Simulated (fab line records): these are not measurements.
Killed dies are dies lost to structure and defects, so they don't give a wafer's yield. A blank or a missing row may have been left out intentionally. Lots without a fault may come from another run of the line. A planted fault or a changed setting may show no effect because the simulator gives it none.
fab line records	flow nandHarc
record lots=24	wafers=72	lastDay=34
route steps=1302 shown A_ONON_D2@566 A_CHANNEL_HOLE_D2@591 A_CHANNEL_FILL_D2@612 A_STAIRCASE@639
lots untouched by any fault: they come from a run of this same line in which no faults occurred
startH: the number of hours between the record's first day and the start of the first shown wafer of the lot	waitH: how many hours have passed since the lot's step before this one	" repeats the value in the row above	L1.1+2: a row that stands for several wafers	- no value present, or no start provided	* or withheld: withheld	< > ~ a bound
route shown NAME@n: NAME is a module with steps in the file, n the number in the route of the first one	usual: the fault-free wafers' mean and standard deviation	same: alike in all rows	chamber/n: place in a boat	sites: readings site by site	_std_site: standard deviation of those values	_edge_site: outer sites' mean less inner sites'	radiusMm: how far each site lies from the wafer's centre	mask NAME#n: copy n	behind: the tool/chamber that last shaped the wafer	hold: what put the lot on hold/how long, in hours/how the hold closed	device: the transistor (n, p or np) that didn't switch	end of line: the route-end tests of the same wafers	for a step that has no rows: nothing shown but its recipe	killed: dies lost to structure and defects at the first sort, not the wafer's yield	map: a wafer's dies, x killed, . not, _ none there
set.NAME: the setting that was run; set.NAME@STEP: the one run at that earlier step	model.NAME: the simulator's own value behind a step, which no gauge read
route steps across a sampled set of lots; one table per step, one row per wafer
services: when a tool's chamber went out of use (startH, in hours from the record's first day, below 0 if earlier), for how many hours, and the reason
## steps
# step NHARC_A_ONON_D2_DEP_33
# recipe targetThkA=2000	tempC=400	pressureTorr=6.5	rfW=900	teosFlowSccm=161.4	flowSccm=2650	targetThkNm=200	gas=O2	material=SiO2
# usual chamberPressureTorr=6.499/0.014	heaterPowerW=520/110	throttleValvePct=15.8/0.46
lot.wafer	tool	chamber	startH	waitH	chamberPressureTorr	heaterPowerW	throttleValvePct
L074.6	pecvd-01	1	284.21	0.3	6.514	480	15.9
L074.5	"	2	"	"	6.496	632	16.2
L074.4	"	0	"	"	6.496	694	16.6
L075.1	pecvd-01	0	296.82	0.1	6.488	645	16.7
L075.6	"	0	"	"	6.518	629	16.9
L075.5	"	1	"	"	6.461	505	15.9
L076.1	pecvd-02	0	302.04	0.1	6.496	551	15.5
L076.2	"	2	"	"	6.509	493	16.0
L076.5	"	1	"	"	6.494	547	15.8
L077.1	pecvd-04	2	318.78	0.1	6.466	458	16.1
L077.6	"	1	"	"	6.511	340	15.6
L077.4	"	0	"	"	6.476	708	15.2
L079.3	pecvd-04	1	324.76	0.1	6.490	293	15.7
L079.1	"	2	"	"	6.508	429	15.8
L079.5	"	0	"	"	6.527	652	15.4
L078.3	pecvd-01	0	324.76	0.1	6.540	567	16.1
L078.1	"	2	"	"	6.497	629	15.6
L078.6	"	0	"	"	6.509	582	16.3
L080.3	pecvd-02	2	344.50	0.1	6.510	455	16.1
L080.2	"	0	"	"	6.522	490	15.9
L080.6	"	1	"	"	6.496	499	16.3
L081.3	pecvd-01	0	344.53	0.1	6.513	530	16.2
L081.1	"	1	"	"	6.525	425	15.2
L081.5	"	2	"	"	6.512	638	15.7
L083.2	pecvd-04	1	364.41	0.1	6.508	302	15.7
L083.1	"	0	"	"	6.487	566	15.6
L083.4	"	1	"	"	6.478	312	15.8
L082.2	pecvd-01	0	364.52	0.1	6.506	673	16.5
L082.4	"	1	"	"	6.492	423	15.3
L082.5	"	2	"	"	6.482	645	15.4
L084.2	pecvd-04	0	392.13	0.1	6.494	631	15.4
L084.5	"	1	"	"	6.514	370	15.6
L084.6	"	2	"	"	6.493	514	16.1
L085.3	pecvd-04	1	392.49	0.4	6.489	367	16.0
L085.5	"	0	"	"	6.488	680	15.5
L085.6	"	1	"	"	6.493	372	15.9
L086.2	pecvd-04	1	412.40	0.1	6.488	326	16.1
L086.6	"	1	"	"	6.493	348	15.8
L086.5	"	0	"	"	6.510	639	15.3
L087.1	pecvd-01	0	412.41	0.1	6.513	589	16.4
L087.5	"	1	"	"	6.494	450	15.5
L087.6	"	2	"	"	6.486	600	15.4
L088.3	pecvd-04	1	440.33	0.1	6.497	290	15.8
L088.6	"	1	"	"	6.488	303	16.1
L088.5	"	0	"	"	6.515	651	15.6
L089.3	pecvd-02	2	440.40	0.1	6.475	578	16.3
L089.1	"	0	"	"	6.493	549	15.9
L089.5	"	0	"	"	6.499	555	15.8
L090.2	pecvd-04	1	449.58	0.1	6.515	339	15.9
L090.1	"	2	"	"	6.499	566	16.4
L090.6	"	1	"	"	6.494	354	16.2
L091.1	pecvd-01	2	449.58	0.1	6.517	521	15.7
L091.3	"	0	"	"	6.506	526	16.7
L091.5	"	0	"	"	6.507	536	16.4
L092.2	pecvd-01	0	469.57	0.1	6.485	635	16.7
L092.3	"	1	"	"	6.489	408	15.9
L092.4	"	2	"	"	6.484	647	15.5
L095.1	pecvd-01	0	485.64	0.1	6.480	621	16.7
L095.3	"	2	"	"	6.505	534	15.7
L095.6	"	0	"	"	6.509	641	16.7
L093.2	pecvd-02	1	485.69	0.1	6.497	486	16.0
L093.5	"	0	"	"	6.497	634	16.2
L093.6	"	2	"	"	6.474	592	16.5
L094.2	pecvd-04	2	485.69	0.1	6.505	572	15.7
L094.4	"	1	"	"	6.496	377	15.8
L094.5	"	2	"	"	6.492	563	15.5
L096.1	pecvd-04	2	503.23	0.1	6.501	575	15.5
L096.2	"	0	"	"	6.520	649	14.8
L096.3	"	1	"	"	6.528	307	15.9
L097.2	pecvd-04	2	521.09	0.1	6.523	506	15.7
L097.1	"	0	"	"	6.512	613	14.6
L097.3	"	1	"	"	6.506	363	15.7
# step NHARC_A_CHANNEL_HOLE_D2_ETCH_19
# recipe biasV=1200	sourceW=2500	pressureMtorr=15	timeS=34.5	arFlowSccm=375	c4f8FlowSccm=28.8	o2FlowSccm=96.2	tempC=-20	targetDepthA=*	chemistry=C4F8/O2/Ar
# usual biasV=1200/12	drypumpMotorCurrentA=5.8/0.81	showerheadPlenumPTorr=3.64/0.15	throttleValvePct=37.038/0.0077
lot.wafer	tool	chamber	startH	waitH	biasV	drypumpMotorCurrentA	rfHoursCounterH	showerheadPlenumPTorr	throttleValvePct
L074.4	harEtch-02	1	293.88	2.5	1192	5.0	-	3.67	37.045
L074.6	"	0	"	"	1191	6.5	-	3.73	37.041
L074.5	"	1	"	"	1197	5.0	-	3.67	37.025
L075.1	harEtch-02	1	301.89	0.4	1204	5.0	363	3.67	37.040
L075.6	"	1	"	"	1197	5.0	-	3.67	37.048
L075.5	"	0	"	"	1196	6.5	-	3.73	37.039
L076.1	harEtch-02	0	307.05	0.1	1212	6.5	367	3.72	37.031
L076.2	"	1	"	"	1207	5.0	367	3.67	37.035
L076.5	"	0	"	"	1218	6.5	-	3.72	37.036
L077.1	harEtch-01	0	323.30	0.1	1198	6.7	164	3.59	37.027
L077.4	"	1	"	"	1216	5.0	-	3.52	37.034
L077.6	"	0	"	"	1209	6.7	-	3.59	37.035
L079.1	harEtch-02	0	329.51	0.1	1203	6.5	374	3.72	37.043
L079.3	"	0	"	"	1210	6.5	-	3.72	37.028
L079.5	"	1	"	"	1206	5.0	-	3.66	37.032
L078.1	harEtch-01	1	330.45	0.1	1188	5.0	168	3.51	37.051
L078.3	"	0	"	"	1166	6.7	-	3.59	37.035
L078.6	"	1	"	"	1186	5.0	-	3.51	37.030
L080.2	harEtch-02	1	349.99	0.1	1198	5.0	390	3.65	37.041
L080.3	"	1	"	"	1186	5.0	-	3.65	37.027
L080.6	"	0	"	"	1183	6.5	-	3.71	37.039
L081.1	harEtch-01	0	352.37	2.2	1202	6.7	183	3.58	37.025
L081.3	"	0	"	"	1196	6.7	-	3.58	37.043
L081.5	"	0	"	"	1183	6.7	-	3.58	37.033
L083.2	harEtch-01	1	372.61	3.2	1212	4.9	194	3.50	37.031
L083.1	"	0	"	"	1188	6.7	194	3.58	37.037
L083.4	"	1	"	"	1207	5.0	-	3.50	37.036
L082.2	harEtch-02	0	372.89	2.2	1187	6.5	405	3.70	37.036
L082.4	"	1	"	"	1228	5.0	-	3.65	37.046
L082.5	"	1	"	"	1216	5.0	-	3.65	37.024
L084.2	harEtch-02	0	397.50	0.1	1193	6.5	0	3.70	37.039
L084.5	"	1	"	"	1203	5.0	-	3.99	37.055
L084.6	"	0	"	"	1207	6.5	-	3.70	37.053
L085.3	harEtch-01	0	398.01	0.1	1224	6.7	-	3.57	37.034
L085.6	"	0	"	"	1209	6.7	-	3.57	37.030
L085.5	"	1	"	"	1199	5.0	-	3.49	37.046
L086.2	harEtch-02	1	418.75	0.5	1206	5.0	11	3.98	37.034
L086.6	"	0	"	"	1188	6.5	-	3.69	37.025
L086.5	"	1	"	"	1205	5.0	-	3.98	37.042
L087.1	harEtch-01	0	418.99	0.5	1195	6.7	225	3.56	37.028
L087.6	"	0	"	"	1196	6.8	-	3.56	37.053
L087.5	"	1	"	"	1187	5.0	-	3.48	37.039
L088.3	harEtch-01	1	444.90	0.1	1210	5.0	-	3.48	37.029
L088.5	"	1	"	"	1190	5.0	-	3.48	37.026
L088.6	"	0	"	"	1201	6.7	-	3.55	37.038
L089.1	harEtch-02	1	445.04	0.1	1194	5.0	27	3.97	37.037
L089.3	"	1	"	"	1195	5.0	-	3.97	37.044
L089.5	"	1	"	"	1182	5.0	-	3.97	37.033
L091.1	harEtch-02	1	454.70	0.6	1216	5.0	34	3.97	37.047
L091.3	"	1	"	"	1194	5.0	-	3.97	37.044
L091.5	"	0	"	"	1201	6.5	-	3.68	37.045
L090.2	harEtch-01	1	458.59	2.4	1216	5.0	248	3.47	37.053
L090.1	"	0	"	"	1194	6.7	248	3.55	37.023
L090.6	"	0	"	"	1200	6.7	-	3.55	37.048
L092.2	harEtch-02	0	474.98	0.1	1190	6.4	46	3.67	37.036
L092.4	"	0	"	"	1206	6.5	-	3.67	37.030
L092.3	"	1	"	"	1210	5.0	-	3.96	37.031
L093.2	harEtch-01	1	492.69	0.1	1187	5.0	267	3.46	37.022
L093.5	"	1	"	"	1198	4.9	-	3.46	37.043
L093.6	"	0	"	"	1214	6.8	-	3.54	37.036
L095.1	harEtch-02	1	492.88	0.1	1180	5.0	57	3.95	37.032
L095.3	"	0	"	"	1183	6.5	-	3.67	37.022
L095.6	"	0	"	"	1200	6.5	-	3.67	37.029
L094.2	harEtch-01	0	496.84	2.2	1195	6.7	271	3.54	37.038
L094.4	"	0	"	"	1195	6.7	-	3.54	37.036
L094.5	"	1	"	"	1181	5.0	-	3.46	37.031
L096.2	harEtch-01	1	507.83	0.1	1195	4.9	278	3.45	37.033
L096.1	"	0	"	"	1200	6.7	278	3.53	37.037
L096.3	"	0	"	"	1214	6.7	-	3.53	37.049
L097.2	harEtch-01	0	528.51	2.1	1206	6.7	286	3.53	37.029
L097.1	"	1	"	"	1197	4.9	286	3.45	37.044
L097.3	"	1	"	"	1193	5.0	-	3.45	37.035
# step NHARC_A_CHANNEL_FILL_D2_ALD_02
# recipe targetThkA=60	pulseTimeS=10	aldCycles=60	tempC=300	material=SiO2
# usual heaterPowerW=462/52	precursorPulseHeightRel=1.000/0.019
lot.wafer	tool	chamber	startH	waitH	heaterPowerW	precursorPulseHeightRel
L074.4	aldHk-02	0	299.92	0.3	396	0.985
L074.5	"	2	"	"	578	1.036
L074.6	"	3	"	"	434	1.014
L075.1	aldHk-02	3	308.22	-	440	0.981
L075.6	"	3	"	"	438	1.012
L075.5	"	0	"	"	395	0.996
L076.1	aldHk-04	1	312.96	-	457	0.998
L076.2	"	3	"	"	459	0.987
L076.5	"	2	"	"	484	1.025
L077.1	aldHk-04	0	329.21	-	495	0.998
L077.4	"	3	"	"	447	1.025
L077.6	"	1	"	"	461	0.973
L079.3	aldHk-01	2	335.60	-	500	1.002
L079.1	"	3	"	"	505	0.977
L079.5	"	1	"	"	413	0.991
L078.3	aldHk-02	2	336.39	-	572	0.994
L078.1	"	3	"	"	430	0.990
L078.6	"	1	"	"	399	1.008
L080.3	aldHk-01	2	355.88	-	513	1.002
L080.2	"	1	"	"	411	0.990
L080.6	"	3	"	"	511	1.002
L081.3	aldHk-02	0	358.45	-	391	1.030
L081.1	"	2	"	"	557	1.024
L081.5	"	0	"	"	407	1.001
L083.2	aldHk-02	0	379.15	0.7	407	0.970
L083.4	"	1	"	"	435	0.988
L083.1	"	2	"	"	556	0.989
L082.2	aldHk-02	3	379.65	-	420	1.012
L082.4	"	1	"	"	433	0.954
L082.5	"	3	"	"	424	0.982
L084.2	aldHk-02	0	403.68	-	419	1.013
L084.5	"	2	"	"	560	0.983
L084.6	"	3	"	"	422	0.982
L085.3	aldHk-04	2	404.04	-	476	0.995
L085.5	"	0	"	"	492	1.005
L085.6	"	1	"	"	466	1.003
L086.2	aldHk-04	2	424.77	-	471	1.010
L086.5	"	2	"	"	481	0.999
L086.6	"	3	"	"	448	0.981
L087.1	aldHk-01	2	425.13	-	504	0.972
L087.6	"	3	"	"	515	1.026
L087.5	"	0	"	"	428	0.971
L089.1	aldHk-02	3	450.99	-	435	1.009
L089.3	"	1	"	"	434	0.997
L089.5	"	3	"	"	426	0.998
L088.3	aldHk-01	3	451.08	-	511	1.018
L088.5	"	1	"	"	423	1.016
L088.6	"	2	"	"	500	0.986
L091.1	aldHk-02	3	460.74	-	417	0.982
L091.3	"	0	"	"	411	1.012
L091.5	"	1	"	"	430	0.994
L090.1	aldHk-02	2	464.58	-	555	1.006
L090.2	"	0	"	"	419	1.005
L090.6	"	2	"	"	559	0.999
L092.2	aldHk-02	2	481.02	-	552	1.015
L092.4	"	3	"	"	419	0.974
L092.3	"	1	"	"	444	1.014
L093.2	aldHk-04	1	500.34	-	452	1.003
L093.6	"	1	"	"	454	0.992
L093.5	"	2	"	"	486	1.007
L095.1	aldHk-04	2	500.77	-	483	1.006
L095.3	"	3	"	"	438	1.011
L095.6	"	3	"	"	435	0.994
L094.4	aldHk-02	3	502.74	-	417	0.935
L094.2	"	2	"	"	550	1.000
L094.5	"	0	"	"	417	0.999
L096.1	aldHk-02	3	513.74	-	422	1.017
L096.2	"	0	"	"	408	0.982
L096.3	"	1	"	"	432	1.025
L097.1	aldHk-01	0	534.43	-	416	1.017
L097.2	"	1	"	"	403	1.024
L097.3	"	3	"	"	523	1.038
# step NHARC_A_STAIRCASE_DEP_156
# recipe targetThkA=500	tempC=400	targetThkNm=50	flowSccm=200	rfW=450	material=SiNx
# usual heaterPowerW=714/66
lot.wafer	tool	chamber	startH	waitH	heaterPowerW
L074.4	pecvd-01	0	348.58	0.2	808
L074.6	"	2	"	"	783
L074.5	"	0	"	"	802
L075.1	pecvd-03	0	357.93	0.1	766
L075.5	"	2	"	"	783
L075.6	"	0	"	"	762
L076.1	pecvd-03	1	361.34	0.1	670
L076.2	"	2	"	"	728
L076.5	"	1	"	"	669
L077.1	pecvd-02	0	378.07	0.1	676
L077.4	"	0	"	"	715
L077.6	"	2	"	"	638
L078.3	pecvd-02	0	383.11	0.1	648
L078.1	"	1	"	"	731
L078.6	"	2	"	"	668
L079.1	pecvd-01	2	383.31	0.1	693
L079.3	"	0	"	"	747
L079.5	"	2	"	"	693
L081.1	pecvd-03	0	403.76	0.1	761
L081.3	"	1	"	"	726
L081.5	"	1	"	"	717
L080.3	pecvd-02	0	403.76	0.1	745
L080.2	"	1	"	"	726
L080.6	"	0	"	"	610
L083.2	pecvd-02	0	430.93	0.1	683
L083.1	"	1	"	"	741
L083.4	"	1	"	"	725
L082.2	pecvd-01	0	430.99	0.1	837
L082.4	"	1	"	"	609
L082.5	"	0	"	"	851
L085.3	pecvd-03	2	452.64	0.1	721
L085.6	"	0	"	"	708
L085.5	"	1	"	"	706
L084.2	pecvd-02	0	452.66	0.1	750
L084.6	"	0	"	"	751
L084.5	"	1	"	"	659
L087.1	pecvd-03	2	472.33	0.1	794
L087.5	"	0	"	"	806
L087.6	"	2	"	"	612
L086.2	pecvd-02	0	472.36	0.1	759
L086.6	"	1	"	"	732
L086.5	"	2	"	"	734
L089.3	pecvd-02	0	498.95	0.1	638
L089.1	"	2	"	"	764
L089.5	"	2	"	"	600
L088.3	pecvd-02	1	499.18	0.2	711
L088.5	"	0	"	"	635
L088.6	"	1	"	"	709
L090.2	pecvd-03	2	510.08	0.1	677
L090.1	"	1	"	"	640
L090.6	"	2	"	"	711
L091.1	pecvd-01	1	510.26	0.1	629
L091.3	"	0	"	"	841
L091.5	"	0	"	"	826
L092.3	pecvd-01	0	530.17	0.1	851
L092.2	"	2	"	"	759
L092.4	"	0	"	"	858
L093.2	pecvd-02	2	548.52	0.2	662
L093.5	"	2	"	"	671
L093.6	"	1	"	"	685
L094.2	pecvd-01	2	548.70	0.2	691
L094.4	"	1	"	"	650
L094.5	"	2	"	"	696
L095.1	pecvd-02	1	548.78	0.3	731
L095.3	"	1	"	"	724
L095.6	"	1	"	"	752
L096.3	pecvd-01	0	564.06	0.1	778
L096.2	"	1	"	"	553
L096.1	"	2	"	"	817
L097.1	pecvd-01	2	584.22	0.1	751
L097.2	"	0	"	"	838
L097.3	"	1	"	"	606
# step NHARC_A_STAIRCASE_ETCH_170
# recipe targetDepthA=2000	timeS=66.667	ionEnergyEv=250	c4f6FlowSccm=25	o2FlowSccm=20	arFlowSccm=500	rfW=600	biasW=500	chemistry=C4F6/O2
# usual drypumpMotorCurrentA=5.75/0.28	oesProductAu=0.974/0.014	rfVppV=545/3.2	showerheadPlenumPTorr=3.86/0.15	throttleValvePct=26.903/0.0077
lot.wafer	tool	chamber	startH	waitH	drypumpMotorCurrentA	oesProductAu	rfHoursCounterH	rfVppV	showerheadPlenumPTorr	throttleValvePct
L074.4	rieDiel-08	2	-	-	5.86	0.995	-	543	3.75	26.904
L074.6	"	3	"	"	5.94	0.996	-	546	3.84	26.917
L074.5	"	1	"	"	5.49	0.981	-	552	4.19	26.901
L075.1	rieDiel-01	2	-	-	6.10	0.970	51	542	3.77	26.896
L075.6	"	0	"	"	5.49	0.976	-	546	3.86	26.889
L075.5	"	1	"	"	6.09	0.992	-	546	3.87	26.892
L076.2	rieDiel-10	2	-	-	5.18	0.987	29	548	3.95	26.903
L076.1	"	3	"	"	6.01	0.997	35	548	3.94	26.900
L076.5	"	2	"	"	5.19	0.997	-	546	3.95	26.902
L077.4	rieDiel-01	3	-	-	5.70	0.983	54	544	3.79	26.893
L077.1	"	0	"	"	5.46	0.968	59	544	3.85	26.881
L077.6	"	3	"	"	5.65	0.989	-	543	3.79	26.909
L078.3	rieDiel-10	3	-	-	6.02	0.997	43	548	3.94	26.904
L078.1	"	1	"	"	5.61	0.976	34	541	3.66	26.910
L078.6	"	3	"	"	6.03	1.000	-	547	3.94	26.909
L079.3	rieDiel-10	0	-	-	5.84	0.966	35	546	3.88	26.888
L079.1	"	2	"	"	5.21	0.973	36	549	3.95	26.902
L079.5	"	0	"	"	5.84	0.952	-	545	3.88	26.913
L080.3	rieDiel-10	0	-	-	5.84	0.952	46	547	3.87	26.896
L080.2	"	2	"	"	5.15	0.983	45	548	3.94	26.895
L080.6	"	3	"	"	6.00	0.980	-	547	3.93	26.896
L081.1	rieDiel-10	2	-	-	5.16	0.955	45	548	3.94	26.910
L081.3	"	1	"	"	5.65	0.950	41	542	3.65	26.915
L081.5	"	2	"	"	5.18	0.957	-	547	3.94	26.900
L083.1	rieDiel-08	0	-	-	5.75	0.952	21	540	3.66	26.901
L083.2	"	1	"	"	5.52	0.982	22	550	4.17	26.889
L083.4	"	3	"	"	5.96	0.979	18	546	3.83	26.908
L082.2	rieDiel-08	0	-	-	5.75	0.951	21	543	3.66	26.907
L082.4	"	2	"	"	5.84	0.972	21	542	3.73	26.910
L082.5	"	3	"	"	5.93	0.974	-	545	3.83	26.917
L084.2	rieDiel-01	0	-	-	5.55	0.974	27	544	3.83	26.898
L084.6	"	0	"	"	5.51	0.971	-	545	3.83	26.901
L084.5	"	1	"	"	6.08	0.971	-	543	3.85	26.907
L085.3	rieDiel-01	3	-	-	5.67	0.966	20	542	3.78	26.900
L085.5	"	3	"	"	5.63	0.958	-	544	3.78	26.897
L085.6	"	0	"	"	5.48	0.950	-	544	3.83	26.903
L086.2	rieDiel-01	3	-	-	5.64	0.967	35	544	3.77	26.902
L086.6	"	0	"	"	5.40	0.984	-	544	3.83	26.905
L086.5	"	1	"	"	6.09	0.975	-	544	3.84	26.905
L087.1	rieDiel-01	2	-	-	6.13	0.969	30	542	3.74	26.903
L087.5	"	3	"	"	5.73	0.980	-	542	3.77	26.910
L087.6	"	0	"	"	5.49	0.972	-	546	3.82	26.909
L089.1	rieDiel-10	2	-	-	5.20	0.975	17	547	3.93	26.895
L089.3	"	3	"	"	6.01	0.967	15	546	3.92	26.899
L089.5	"	2	"	"	5.17	0.970	-	547	3.93	26.892
L088.3	rieDiel-08	1	-	-	5.49	0.995	41	552	4.16	26.903
L088.6	"	2	"	"	5.87	0.988	-	542	3.72	26.907
L088.5	"	3	"	"	5.92	0.992	-	546	3.82	26.893
L090.1	rieDiel-01	1	-	-	6.12	0.976	50	544	3.84	26.918
L090.2	"	2	"	"	6.11	0.973	40	543	3.74	26.905
L090.6	"	1	"	"	6.10	0.989	-	546	3.84	26.899
L091.1	rieDiel-01	0	-	-	5.45	0.959	52	544	3.82	26.909
L091.3	"	3	"	"	5.70	0.967	45	544	3.77	26.905
L091.5	"	0	"	"	5.46	0.967	-	545	3.82	26.911
L092.4	rieDiel-08	0	-	-	5.79	0.976	51	541	3.65	26.892
L092.3	"	1	"	"	5.50	1.005	53	551	4.15	26.897
L092.2	"	2	"	"	5.87	0.993	52	542	3.71	26.904
L093.2	rieDiel-01	3	-	-	5.69	0.991	56	542	3.76	26.899
L093.5	"	0	"	"	5.53	0.981	-	545	3.81	26.909
L093.6	"	1	"	"	6.12	0.992	-	545	3.83	26.889
L095.1	rieDiel-10	1	-	-	5.65	0.971	37	553	4.20	26.911
L095.3	"	3	"	"	6.00	0.985	38	546	3.90	26.907
L095.6	"	1	"	"	5.62	0.966	-	552	4.20	26.914
L094.2	rieDiel-01	3	-	-	5.68	0.964	57	543	3.76	26.909
L094.4	"	0	"	"	5.44	0.939	65	544	3.81	26.905
L094.5	"	1	"	"	6.11	0.976	-	545	3.83	26.902
L096.3	rieDiel-08	0	-	-	5.77	0.972	1	552	4.23	26.893
L096.2	"	1	"	"	5.52	0.980	1	551	4.15	26.902
L096.1	"	3	"	"	5.93	1.000	1	546	3.81	26.899
L097.1	rieDiel-08	1	-	-	5.50	0.955	10	550	4.14	26.898
L097.2	"	2	"	"	5.85	0.941	10	543	3.70	26.911
L097.3	"	3	"	"	5.94	0.962	9	543	3.80	26.901
# step NHARC_A_STAIRCASE_ETCH_15
# recipe targetDepthA=1000	timeS=40.5	ionEnergyEv=400	c4f8FlowSccm=20	o2FlowSccm=10	arFlowSccm=withheld	rfW=600	biasW=1000	chemistry=C4F8/O2
# usual oesProductAu=0.944/0.01	rfVppV=894/5.3
lot.wafer	tool	chamber	startH	waitH	oesProductAu	rfHoursCounterH	rfVppV
L074.4	rieDiel-01	0	-	-	0.951	49	896
L074.6	"	2	"	"	0.943	-	891
L074.5	"	3	"	"	0.952	-	892
L075.1	rieDiel-01	3	-	-	0.944	48	892
L075.6	"	0	"	"	0.947	-	893
L075.5	"	1	"	"	0.948	-	893
L076.1	rieDiel-01	0	-	-	0.953	53	893
L076.2	"	2	"	"	0.948	52	890
L076.5	"	0	"	"	0.950	-	894
L077.4	rieDiel-08	3	-	-	0.948	0	893
L077.1	"	0	"	"	0.933	0	887
L077.6	"	2	"	"	0.954	-	890
L078.3	rieDiel-10	2	-	-	0.945	38	897
L078.1	"	1	"	"	0.918	35	888
L078.6	"	3	"	"	0.949	-	896
L079.3	rieDiel-10	0	-	-	0.926	37	893
L079.1	"	2	"	"	0.941	38	898
L079.5	"	0	"	"	0.928	-	895
L080.2	rieDiel-08	0	-	-	0.943	12	887
L080.3	"	1	"	"	0.957	13	905
L080.6	"	2	"	"	0.937	-	890
L081.1	rieDiel-01	2	-	-	0.942	6	890
L081.3	"	3	"	"	0.929	7	892
L081.5	"	3	"	"	0.921	-	892
L083.1	rieDiel-10	1	-	-	0.943	0	906
L083.2	"	3	"	"	0.943	0	896
L083.4	"	1	"	"	0.951	-	905
L082.4	rieDiel-08	1	-	-	0.967	22	905
L082.2	"	3	"	"	0.950	18	892
L082.5	"	1	"	"	0.952	-	904
L084.2	rieDiel-08	1	-	-	0.949	27	905
L084.5	"	0	"	"	0.928	-	887
L084.6	"	1	"	"	0.945	-	904
L085.3	rieDiel-08	0	-	-	0.916	26	887
L085.5	"	3	"	"	0.932	-	891
L085.6	"	0	"	"	0.914	-	888
L086.2	rieDiel-10	3	-	-	0.942	12	897
L086.6	"	3	"	"	0.953	-	896
L086.5	"	0	"	"	0.943	-	895
L087.1	rieDiel-01	2	-	-	0.947	30	888
L087.5	"	2	"	"	0.954	-	888
L087.6	"	3	"	"	0.942	-	891
L089.1	rieDiel-10	3	-	-	0.945	15	896
L089.3	"	1	"	"	0.937	20	906
L089.5	"	2	"	"	0.942	-	896
L088.3	rieDiel-10	2	-	-	0.950	18	898
L088.5	"	0	"	"	0.950	-	894
L088.6	"	1	"	"	0.946	-	906
L090.1	rieDiel-10	2	-	-	0.946	24	896
L090.2	"	1	"	"	0.928	24	905
L090.6	"	2	"	"	0.936	-	896
L091.3	rieDiel-01	2	-	-	0.941	40	889
L091.1	"	3	"	"	0.956	45	890
L091.5	"	3	"	"	0.954	-	890
L092.3	rieDiel-08	3	-	-	0.948	49	892
L092.2	"	0	"	"	0.954	52	887
L092.4	"	1	"	"	0.954	53	905
L093.2	rieDiel-10	1	-	-	0.947	38	904
L093.5	"	1	"	"	0.944	-	905
L093.6	"	2	"	"	0.959	-	895
L095.1	rieDiel-01	1	-	-	0.957	64	892
L095.3	"	2	"	"	0.953	53	889
L095.6	"	1	"	"	0.952	-	894
L094.2	rieDiel-10	1	-	-	0.932	38	905
L094.4	"	2	"	"	0.945	41	894
L094.5	"	3	"	"	0.936	-	895
L096.2	rieDiel-08	1	-	-	0.948	1	903
L096.3	"	3	"	"	0.951	1	892
L096.1	"	0	"	"	0.956	1	907
L097.2	rieDiel-10	0	-	-	0.927	47	895
L097.3	"	1	"	"	0.945	52	905
L097.1	"	2	"	"	0.951	54	896
## services
tool	chamber	startH	hours	kind
rieDiel-01	1	261.34	14.6	repair
rieDiel-01	3	274.94	3.1	repair
rieDiel-08	-	284.16	1.4	repair
rieDiel-10	0	288.44	21.7	repair
rieDiel-01	-	309.30	0.6	repair
pecvd-01	-	311.00	13.0	pm
rieDiel-08	-	334.32	0.7	repair
pecvd-01	1	346.27	3.7	repair
rieDiel-08	0	349.19	9.5	repair
rieDiel-08	-	353.90	1.2	repair
rieDiel-08	-	370.53	9.0	pm
rieDiel-01	-	382.61	9.0	pm
rieDiel-10	1	393.31	7.2	repair
rieDiel-08	3	395.82	5.9	repair
pecvd-02	-	408.47	13.0	pm
rieDiel-10	-	424.43	9.0	pm
rieDiel-01	2	443.63	9.3	repair
rieDiel-01	0	483.12	3.1	repair
pecvd-01	-	492.00	13.0	pm
pecvd-02	-	542.50	0.3	repair
pecvd-02	0	547.26	2.7	repair
rieDiel-08	-	549.95	9.0	pm
rieDiel-01	-	559.61	9.0	pm
pecvd-01	-	568.58	1.2	repair
## key
fault none
